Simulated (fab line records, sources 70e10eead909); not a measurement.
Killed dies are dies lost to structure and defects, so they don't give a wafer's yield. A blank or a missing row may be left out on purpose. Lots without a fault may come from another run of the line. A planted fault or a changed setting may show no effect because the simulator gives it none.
Which tool did it? | flow nand_harc | 13 lots, 39 wafers sampled, at 6 steps of a route of 1159

WHAT THE GAUGES READ, wafer by wafer
NHARC_P_ZERO_WELL_CD_MEAS_37: target cd 720 nm. Usual: cd_nm 719.8 nm, standard deviation 1.2.
lot  | measured    | on        | cd_nm (nm)        | flag
L246 | day 1 16:18 | cd_sem-03 | 719.3 719.2 717.6 |
L250 | day 2 16:08 | cd_sem-01 | 720.4 721.5 719.2 |
L251 | day 2 22:10 | cd_sem-02 | 720.9 719.9 718.9 |
L252 | day 3 04:14 | cd_sem-03 | 718.3 718.7 719.9 |
L253 | day 3 10:08 | cd_sem-03 | 716.7 718.1 718.0 |
L255 | day 3 21:59 | cd_sem-03 | 720.7 718.6 719.0 |
L257 | day 4 10:01 | cd_sem-02 | - - -             | OFF
L258 | day 4 15:52 | cd_sem-01 | 720.6 720.3 721.4 |
L261 | day 5 13:47 | cd_sem-01 | 717.5 719.3 719.1 |
L266 | day 6 16:14 | cd_sem-03 | 719.6 718.7 717.6 |
L267 | day 6 22:07 | cd_sem-03 | 720.4 720.9 719.4 |
L268 | day 7 04:11 | cd_sem-02 | 719.5 718.1 718.1 |
L269 | day 7 10:16 | cd_sem-01 | 721.4 720.1 720.0 |

NHARC_P_GATE_INSPECT_28. Usual: raw_defect_count 6, standard deviation 3.3.
lot  | measured     | on                | raw_defect_count | flag
L246 | day 4 19:44  | defect_inspect-01 | 5 4 8            |
L250 | day 5 14:55  | defect_inspect-02 | 8 3 1            |
L251 | day 6 00:26  | defect_inspect-02 | 8 2 7            |
L252 | day 6 10:06  | defect_inspect-01 | 3 6 8            |
L253 | day 6 09:55  | defect_inspect-02 | 6 5 6            |
L255 | day 7 05:07  | defect_inspect-01 | 8 3 4            |
L258 | day 7 21:20  | defect_inspect-02 | 5 6 3            |
L261 | day 8 17:19  | defect_inspect-01 | 4 4 6            |
L266 | day 9 16:22  | defect_inspect-01 | 5 2 8            |
L267 | day 9 21:13  | defect_inspect-02 | 9 4 11           |
L268 | day 10 07:29 | defect_inspect-02 | 11 1 5           |
L269 | day 10 11:43 | defect_inspect-01 | 6 0 6            |

NHARC_END_SORT_01. Usual: killed_at_array 25, standard deviation 9.8; killed_at_other 0.8, standard deviation 1.1; killed_at_periphery 3.3, standard deviation 2.1; killed_dies 29, standard deviation 10; killed_open 3.3, standard deviation 1.8; killed_short 1.9, standard deviation 1.4.
lot  | measured     | on        | killed_at_array | killed_at_other | killed_at_periphery | killed_dies | killed_open | killed_short | flag
L255 | day 22 06:39 | prober-02 | 40 24 35        | 4 3 1           | 3 3 1               | 47 30 37    | 4 1 0       | 1 3 2        |
L257 | day 23 14:49 | prober-01 | 24 27 23        | 1 1 0           | 652 649 654         | 677 677 677 | 3 5 3       | 4 1 0        | OFF

WHICH TOOL RAN EACH LOT (tool, then ch and the chambers of the sampled wafers, then the start)
lot  | NHARC_P_ZERO_WELL_EXPOSE_34      | NHARC_P_GATE_HM_OPEN_105                      | NHARC_P_GATE_ETCH_32
L246 | krf_scanner-04 ch 0, day 1 16:09 | rie_diel-11 ch 0,3, day 4 20:21 or earlier    | rie_si-02 ch 1,2, day 4 20:21
L250 | krf_scanner-04 ch 0, day 2 15:59 | rie_diel-03 ch 0,3, day 5 15:27 or earlier    | rie_si-02 ch 2,3, day 5 15:27
L251 | krf_scanner-04 ch 0, day 2 22:01 | rie_diel-11 ch 0,3, day 6 01:41 or earlier    | rie_si-01 ch 0,3, day 6 01:41
L252 | krf_scanner-01 ch 0, day 3 04:05 | rie_diel-04 ch 1,2,3, day 6 10:49 or earlier  | rie_si-02 ch 0,1,2, day 6 10:49
L253 | krf_scanner-04 ch 0, day 3 09:59 | rie_diel-03 ch 1,3, day 6 11:05 or earlier    | rie_si-06 ch 1,2,3, day 6 11:05
L255 | krf_scanner-04 ch 0, day 3 21:50 | rie_diel-03 ch 0,2, day 7 05:48 or earlier    | rie_si-01 ch 1,2, day 7 05:48
L257 | krf_scanner-04 ch 0, day 4 09:52 | -                                             | -
L258 | krf_scanner-04 ch 0, day 4 15:43 | rie_diel-03 ch 0,1,2, day 7 22:18 or earlier  | rie_si-02 ch 0,1,2, day 7 22:18
L261 | krf_scanner-02 ch 0, day 5 13:37 | rie_diel-03 ch 0,3, day 8 17:52 or earlier    | rie_si-02 ch 0,2,3, day 8 17:52
L266 | krf_scanner-02 ch 0, day 6 16:05 | rie_diel-03 ch 0,2,3, day 9 17:23 or earlier  | rie_si-06 ch 0,2,3, day 9 17:23
L267 | krf_scanner-01 ch 0, day 6 21:58 | rie_diel-04 ch 0,1,3, day 9 21:59 or earlier  | rie_si-06 ch 0,1,2, day 9 21:59
L268 | krf_scanner-04 ch 0, day 7 04:02 | rie_diel-04 ch 1,2,3, day 10 08:05 or earlier | rie_si-01 ch 0,3, day 10 08:05
L269 | krf_scanner-02 ch 0, day 7 10:05 | rie_diel-11 ch 0,1, day 10 12:17 or earlier   | rie_si-01 ch 2,3, day 10 12:17
- NHARC_P_ZERO_WELL_EXPOSE_34: exposes mask P PWELL, target cd 720 nm.
- NHARC_P_GATE_HM_OPEN_105: chemistry O2/COS, target depth 360 nm.
- NHARC_P_GATE_ETCH_32: etches the open film in HBr/Cl2, target depth 150 nm, time 100.1 s.

WHAT THE TOOLS THEMSELVES READ (means of the sampled wafers that have a number; where no wafer has one, the mark that the record gives instead)
NHARC_P_GATE_HM_OPEN_105. Usual: drypump_motor_current_A 5.6 A, standard deviation 0.36; oes_product_au 0.999 a.u., standard deviation 0.0079; rf_vpp_V 468.8 V, standard deviation 2.6; showerhead_plenum_p_Torr 3.19 Torr, standard deviation 0.12; throttle_valve_pct 28.329 %, standard deviation 0.0095.
lot  | tool        | drypump_motor_current_A (A) | oes_product_au (a.u.) | rf_vpp_V (V) | showerhead_plenum_p_Torr (Torr) | throttle_valve_pct (%) | flag
L246 | rie_diel-11 | 5.7                         | 0.999                 | 468.2        | 3.20                            | 28.333                 |
L250 | rie_diel-03 | 5.7                         | 0.999                 | 465.6        | 3.06                            | 28.329                 |
L251 | rie_diel-11 | 5.7                         | 0.999                 | 467.9        | 3.20                            | 28.335                 |
L252 | rie_diel-04 | 5.6                         | 1.010                 | 467.4        | 3.12                            | 28.341                 |
L253 | rie_diel-03 | 6.1                         | 0.996                 | 470.1        | 3.27                            | 28.336                 |
L255 | rie_diel-03 | 5.4                         | 0.996                 | 466.8        | 3.06                            | 28.328                 |
L258 | rie_diel-03 | 5.4                         | 0.996                 | 468.4        | 3.18                            | 28.316                 |
L261 | rie_diel-03 | 5.7                         | 0.994                 | 465.3        | 3.05                            | 28.326                 |
L266 | rie_diel-03 | 5.7                         | 0.994                 | 467.2        | 3.15                            | 28.320                 |
L267 | rie_diel-04 | 5.7                         | 1.005                 | 468.4        | 3.16                            | 28.333                 |
L268 | rie_diel-04 | 5.6                         | 1.011                 | 466.1        | 3.10                            | 28.325                 |
L269 | rie_diel-11 | 5.4                         | 1.005                 | 468.7        | 3.15                            | 28.339                 |

NHARC_P_GATE_ETCH_32. Usual: drypump_motor_current_A 5.7 A, standard deviation 0.49; oes_product_au 0.997 a.u., standard deviation 0.0074; throttle_valve_pct 26.407 %, standard deviation 0.0092.
lot  | tool      | drypump_motor_current_A (A) | oes_product_au (a.u.) | throttle_valve_pct (%) | flag
L246 | rie_si-02 | 5.9                         | 0.988                 | 26.399                 |
L250 | rie_si-02 | 6.2                         | 1.007                 | 26.409                 |
L251 | rie_si-01 | 5.5                         | 0.988                 | 26.408                 |
L252 | rie_si-02 | 5.7                         | 0.997                 | 26.410                 |
L253 | rie_si-06 | 5.7                         | 1.010                 | 26.413                 |
L255 | rie_si-01 | 6.1                         | 1.002                 | 26.409                 |
L258 | rie_si-02 | 5.7                         | 1.000                 | 26.411                 |
L261 | rie_si-02 | 5.6                         | 1.004                 | 26.403                 |
L266 | rie_si-06 | 5.5                         | 0.997                 | 26.404                 |
L267 | rie_si-06 | 5.9                         | 0.992                 | 26.409                 |
L268 | rie_si-01 | 5.5                         | 0.991                 | 26.407                 |
L269 | rie_si-01 | 5.8                         | 0.988                 | 26.408                 |

THE ANSWER, worked out from the rows above alone
Rule: a lot is off if the mean of its wafers that have a number lies more than 3 standard deviations from the usual mean. A lot without any number at a reading at which 4 lots or more have one is off too. The other lots that the step has rows for count as sound. The gauges are gone through in route order, then the tools' own readings, and for those a lot's mean is taken as printed above. The first step at which some lot is off is used, and at that step the reading that is off furthest; a lot without a number counts as furthest.
Off: L257, at NHARC_P_ZERO_WELL_CD_MEAS_37 (cd_nm). Without a number there: L257.
A tool fits if, at a process step before that reading, it ran every lot that is off, and no sound lot after the first of them. The gauges at NHARC_P_ZERO_WELL_CD_MEAS_37 aren't tried: what is off there is off at NHARC_END_SORT_01 too, on other tools, and a gauge's error can't cause that. None of those tried fits.

WHAT THE SIMULATOR HAD PUT IN
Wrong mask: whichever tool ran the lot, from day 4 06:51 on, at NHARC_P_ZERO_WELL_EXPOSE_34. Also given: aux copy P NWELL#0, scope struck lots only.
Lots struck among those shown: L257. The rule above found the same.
